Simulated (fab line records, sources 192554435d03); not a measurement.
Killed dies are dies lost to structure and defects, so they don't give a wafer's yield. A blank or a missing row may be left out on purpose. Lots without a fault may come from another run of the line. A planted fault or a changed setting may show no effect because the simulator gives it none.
Which tool did it? | flow n5_finfet | 10 lots, 29 wafers sampled, at 2 steps of a route of 1938

WHAT THE GAUGES READ, wafer by wafer
N5_PMOS_HMC_CHANNEL_EPI_OVL_MEAS_10.
lot  | measured    | on         | PMOS_HMC_BLK_OVL (nm)
L653 | day 1 18:44 | overlay-02 | -0.1 0.2 0.4
L654 | day 1 23:33 | overlay-02 | -0.2 -0.4 -0.2
L655 | day 2 05:10 | overlay-01 | -0.9 -1.0 -1.3
L657 | day 2 17:26 | overlay-02 | -0.3 -1.2 0.2
L662 | day 3 23:11 | overlay-02 | 0.5 0.4 -0.2
L664 | day 4 12:12 | overlay-02 | 57.5 57.2 56.1
L665 | day 4 21:11 | overlay-01 | -0.3 -1.7 -0.7
L671 | day 6 05:08 | overlay-02 | 58.5 59.6 58.5
L674 | day 6 23:38 | overlay-01 | -1.7 -0.5
L675 | day 7 05:17 | overlay-02 | -0.7 -0.4 0.1

WHICH TOOL RAN EACH LOT (tool, then ch and the chambers of the sampled wafers, then the start)
lot  | N5_PMOS_HMC_CHANNEL_EPI_EXPOSE_06
L653 | arfi_scanner-02 ch 0, day 1 18:35
L654 | arfi_scanner-03 ch 0, day 1 23:23
L655 | arfi_scanner-02 ch 0, day 2 05:00
L657 | arfi_scanner-03 ch 0, day 2 17:17
L662 | arfi_scanner-03 ch 0, day 3 23:02
L664 | arfi_scanner-03 ch 0, day 4 12:02
L665 | arfi_scanner-01 ch 0, day 4 21:02
L671 | arfi_scanner-03 ch 0, day 6 04:59
L674 | arfi_scanner-01 ch 0, day 6 23:29
L675 | arfi_scanner-02 ch 0, day 7 05:08
- N5_PMOS_HMC_CHANNEL_EPI_EXPOSE_06: exposes mask PMOS HMC BLK, target cd 240 nm.

THE ANSWER, worked out from the rows above alone
Rule: what is usual is taken from the lots themselves. Put in order of their means at a reading, lots are off if they are a third of the lots or fewer, leave a main group of 4 or more, and stand apart from it by a gap of 3 or more times the standard deviation of the main group's means; of several such gaps the widest counts. A main group whose means are all the same, to the digits that the tables above print for the reading, isn't used. A lot without any number at a reading at which 4 lots or more have one is off too. The other lots that the step has rows for count as sound.
Off: L664, L671, at N5_PMOS_HMC_CHANNEL_EPI_OVL_MEAS_10 (PMOS_HMC_BLK_OVL). The main group: mean -0.5 nm, standard deviation 0.49.
A tool fits if, at a process step before that reading, it ran every lot that is off, and no sound lot after the first of them. The gauges at N5_PMOS_HMC_CHANNEL_EPI_OVL_MEAS_10 are tried like those tools. One fits: arfi_scanner-03 at N5_PMOS_HMC_CHANNEL_EPI_EXPOSE_06. Its last sound lot is L662 (day 3 23:02), its first lot that is off L664 (day 4 12:02): a fault that began between those two fits.

WHAT THE SIMULATOR HAD PUT IN
Scanner matching overlay: arfi_scanner-03, from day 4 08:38 on, at N5_PMOS_HMC_CHANNEL_EPI_EXPOSE_06. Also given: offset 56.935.
Lots struck among those shown: L664, L671. The rule above found the same.
